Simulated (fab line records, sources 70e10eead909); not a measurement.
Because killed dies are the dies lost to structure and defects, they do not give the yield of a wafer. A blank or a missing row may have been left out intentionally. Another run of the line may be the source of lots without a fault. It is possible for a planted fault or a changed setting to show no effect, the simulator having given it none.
Which of the tools did it? | flow nand-harc | 14 lots with 42 wafers sampled at 5 steps, on a route of 1302 steps

== WHAT EACH GAUGE READ, for each wafer ==
NHARC_A_ZERO_WELL_CD_MEAS_10: the cd target is 2000 nm.
lot  | measured     | on        | cd-nm (nm)
L510 | day 7 14:18  | cd-sem-02 | 1996.4 2001.7 1997.4
L511 | day 7 22:47  | cd-sem-01 | 2003.4 2001.5 1998.3
L513 | day 8 14:58  | cd-sem-03 | 2002.1 2000.2 1999.4
L512 | day 8 15:33  | cd-sem-01 | 2002.8 2003.2 2001.7
L514 | day 9 06:23  | cd-sem-01 | 1999.0 1997.2 1998.0
L515 | day 9 18:44  | cd-sem-01 | 1999.2 1997.5 1998.6
L516 | day 10 05:59 | cd-sem-03 | 2001.7 2003.5 1998.8
L520 | day 12 01:38 | cd-sem-03 | 2002.1 1998.7 2000.0
L521 | day 12 06:27 | cd-sem-02 | 1998.6 1997.1 1998.5
L522 | day 12 22:20 | cd-sem-02 | 1998.4 1996.4 1996.9
L526 | day 14 01:41 | cd-sem-02 | 1996.0 1998.1 1997.9
L528 | day 15 00:19 | cd-sem-01 | 2002.4 1999.6 2002.8
L529 | day 15 15:47 | cd-sem-01 | 1999.5 2003.9 1998.7
L530 | day 16 07:10 | cd-sem-02 | 2001.7 2003.5 1999.9

NHARC_A_ONON_D1_THK_MEAS_21: measures by ellipsometry.
lot  | measured     | on            | thk-nm (nm)
L510 | day 8 23:53  | film-metro-02 | 992 993 992
L511 | day 9 08:02  | film-metro-02 | 1021 1020 1023
L513 | day 10 00:46 | film-metro-01 | 1006 1004 1007
L512 | day 10 00:47 | film-metro-02 | 1000 1001 1002
L514 | day 10 17:32 | film-metro-01 | 1008 1005 1007
L515 | day 11 04:13 | film-metro-01 | 1006 1007 1007
L516 | day 11 13:56 | film-metro-01 | 973 975 975
L520 | day 13 11:22 | film-metro-01 | 993 993 995
L521 | day 13 15:09 | film-metro-02 | 983 984 982
L522 | day 14 07:41 | film-metro-02 | 974 973 973
L526 | day 15 13:54 | film-metro-02 | 1012 1012 1011
L528 | day 16 10:41 | film-metro-01 | 1005 1004 1005
L529 | day 17 02:34 | film-metro-01 | 1005 1004 1005
L530 | day 17 15:58 | film-metro-01 | 1007 1007 1006

NHARC_A_ONON_D1_THK_MEAS_24: measures by ellipsometry.
lot  | measured     | on            | thk-nm (nm)
L510 | day 9 00:26  | film-metro-01 | 1002 1004 1002
L511 | day 9 08:36  | film-metro-02 | 1010 1011 1009
L513 | day 10 01:19 | film-metro-02 | 993 995 994
L512 | day 10 01:21 | film-metro-01 | 991 990 991
L514 | day 10 18:07 | film-metro-01 | 1014 1011 1010
L515 | day 11 04:47 | film-metro-02 | 1007 1009 1011
L516 | day 11 14:31 | film-metro-01 | 1005 1003 1006
L520 | day 13 11:55 | film-metro-01 | 985 987 987
L521 | day 13 15:43 | film-metro-01 | 999 999 998
L522 | day 14 08:15 | film-metro-02 | 1002 1003 676 1002 1004 676
L526 | day 15 14:28 | film-metro-02 | 985 986 656 984 984 656
L528 | day 16 11:15 | film-metro-01 | 983 983 984
L529 | day 17 03:08 | film-metro-01 | 982 980 982
L530 | day 17 16:32 | film-metro-02 | 995 993 996

== TOOL THAT RAN EACH LOT (tool first, then ch and the chambers of the sampled wafers, then the start) ==
lot  | NHARC_A_ZERO_WELL_DESCUM_12        | NHARC_A_ONON_D1_DEP_22
L510 | rie-diel-06 ch 0,3, day 7 14:28    | pecvd-onon-01 ch 0, day 8 23:56
L511 | rie-diel-05 ch 0,3, day 7 22:56    | pecvd-onon-01 ch 0, day 9 08:06
L513 | rie-diel-06 ch 1,2, day 8 15:07    | pecvd-onon-02 ch 0, day 10 00:52
L512 | rie-diel-06 ch 0,1,3, day 8 15:43  | pecvd-onon-01 ch 0, day 10 00:53
L514 | rie-diel-05 ch 0,1,3, day 9 06:33  | pecvd-onon-02 ch 0, day 10 17:36
L515 | rie-diel-05 ch 0,3, day 9 18:53    | pecvd-onon-01 ch 0, day 11 04:17
L516 | rie-diel-06 ch 0,1,2, day 10 06:10 | pecvd-onon-01 ch 0, day 11 14:03
L520 | rie-diel-06 ch 0,2,3, day 12 01:49 | pecvd-onon-02 ch 0, day 13 11:25
L521 | rie-diel-05 ch 0,1, day 12 06:36   | pecvd-onon-01 ch 0, day 13 15:20
L522 | rie-diel-05 ch 0,1, day 12 22:29   | pecvd-onon-01 ch 0, day 14 07:44
L526 | rie-diel-05 ch 1,2,3, day 14 01:50 | pecvd-onon-01 ch 0, day 15 13:58
L528 | rie-diel-06 ch 1,2, day 15 00:28   | pecvd-onon-03 ch 0, day 16 10:44
L529 | rie-diel-05 ch 2,3, day 15 15:57   | pecvd-onon-02 ch 0, day 17 02:37
L530 | rie-diel-11 ch 0,1,3, day 16 07:20 | pecvd-onon-03 ch 0, day 17 16:05
- NHARC_A_ZERO_WELL_DESCUM_12: chemistry O2, time 3 s.
- NHARC_A_ONON_D1_DEP_22: target thk 1000 nm.

== WHAT THE TOOLS THEMSELVES READ (means of the sampled wafers that have a number; where no wafer has one, the mark that the record gives instead) ==
NHARC_A_ZERO_WELL_DESCUM_12.
lot  | tool        | drypump-motor-current-A (A) | oes-product-au (a.u.) | rf-vpp-V (V) | showerhead-plenum-p-Torr (Torr) | throttle-valve-pct (%)
L510 | rie-diel-06 | 5.4                         | 0.995                 | 57.3         | 1.80                            | 11.309
L511 | rie-diel-05 | 5.1                         | 0.998                 | 57.9         | 1.87                            | 11.306
L513 | rie-diel-06 | 5.5                         | 0.984                 | 58.5         | 1.87                            | 11.305
L512 | rie-diel-06 | 5.3                         | 0.996                 | 57.8         | 1.83                            | 11.298
L514 | rie-diel-05 | 5.4                         | 1.003                 | 56.7         | 1.87                            | 11.307
L515 | rie-diel-05 | 5.1                         | 0.999                 | 56.3         | 1.87                            | 11.313
L516 | rie-diel-06 | 5.4                         | 0.995                 | 57.2         | 1.82                            | 11.321
L520 | rie-diel-06 | 5.5                         | 0.985                 | 56.9         | 1.80                            | 11.307
L521 | rie-diel-05 | 5.0                         | 1.002                 | 57.9         | 1.85                            | 11.311
L522 | rie-diel-05 | 5.1                         | 0.996                 | 56.8         | 1.85                            | 11.308
L526 | rie-diel-05 | 5.7                         | 0.999                 | 57.4         | 1.85                            | 11.316
L528 | rie-diel-06 | 5.8                         | 0.994                 | 57.3         | 1.84                            | 11.305
L529 | rie-diel-05 | 5.8                         | 1.002                 | 57.5         | 1.85                            | 11.310
L530 | rie-diel-11 | 5.7                         | 1.007                 | 58.2         | 1.96                            | 11.315

== THE ANSWER, worked out from the rows above alone ==
Rule: the lots themselves supply what counts as usual. The widest of any qualifying gaps counts: lots, ordered by their means at a reading, are off when they make up no more than a third of the lots, leave a main group of 4 or more, and stand apart from it by 3 or more times the standard deviation of that group's means. Not used: any main group whose means are identical at the precision the tables above print for the reading. A lot without any number at a reading at which 4 lots or more have one is off too. Where the step has rows for the other lots, those lots are counted as sound. The gauges are gone through in route order, then the tools' own readings, and for those a lot's mean is taken as printed above. At the first step where some lot is off, the reading lying furthest off is the one used; lots without a number count as furthest.
Off: L522, L526, at NHARC_A_ONON_D1_THK_MEAS_24 (thk-nm). The main group: mean 997 nm, standard deviation 10.
A tool fits if, at a process step before that reading, it ran every lot that is off, and no sound lot after the first of them. Those tools and the gauges at NHARC_A_ONON_D1_THK_MEAS_24 are tried in the same way. One fits: NHARC_A_ONON_D1_DEP_22 on pecvd-onon-01. Its last sound lot is L521 (day 13 15:20), its first lot that is off L522 (day 14 07:44): a fault that began between those two fits.

== WHAT HAD BEEN PUT IN BY THE SIMULATOR ==
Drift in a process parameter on pecvd-onon-01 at NHARC_A_ONON_D1_DEP_22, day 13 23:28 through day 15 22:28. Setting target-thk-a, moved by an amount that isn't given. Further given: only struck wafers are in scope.
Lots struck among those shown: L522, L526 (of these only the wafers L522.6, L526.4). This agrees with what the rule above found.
